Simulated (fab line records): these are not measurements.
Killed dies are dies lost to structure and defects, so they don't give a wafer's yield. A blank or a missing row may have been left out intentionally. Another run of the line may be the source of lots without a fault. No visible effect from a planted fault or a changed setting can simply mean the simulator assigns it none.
Chamber matching ; flow n5-finfet ; ald-metal-01 running N5_BEOL_M4_ALD_84: 4 sister chambers
The step deposits TaN, pulse time 2 s, purge time 3 s, co reactant purge time 2 s. 4 wafers are shown with their chamber, then 7 later ones without.

WAFERS, EACH WITH ITS CHAMBER
wafer;chamber;heater-power-w (W)
L082.2;0;464
L082.3;2;390
L083.3;1;442
L083.4;3;440

WAFERS WITH NO CHAMBER GIVEN
wafer;heater-power-w (W)
L083.5;450
L084.3;440
L084.4;386
L084.6;451
L094.1;431
L094.2;467
L094.3;436

THE CHAMBER EACH PASSED THROUGH
wafer;from the rows above;in truth
L083.5;can't be placed: 1 or 3 or 0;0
L084.3;can't be placed: 3 or 1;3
L084.4;2;2
L084.6;can't be placed: 1 or 3 or 0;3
L094.1;can't be placed: 3 or 1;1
L094.2;0;0
L094.3;can't be placed: 3 or 1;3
Correctly placed: 2 of 7. From these rows, 5 cannot be placed; in 5 the true chamber is one of the candidates. 0 placed wrongly.
How it was worked out, from the rows above alone: a wafer's distance from a chamber is the root of the sum, over the readings, of the square of ((its reading less the chamber's mean) divided by the reading's scatter). The wafer belongs to the nearest chamber; if the next one is less than 2 further off, it can't be placed. For every chamber, the mean is computed from those of its wafers that are shown. The scatter (one wafer shown for each chamber): square how far every hidden wafer sits from the nearest shown wafer, average those squares and take the square root.
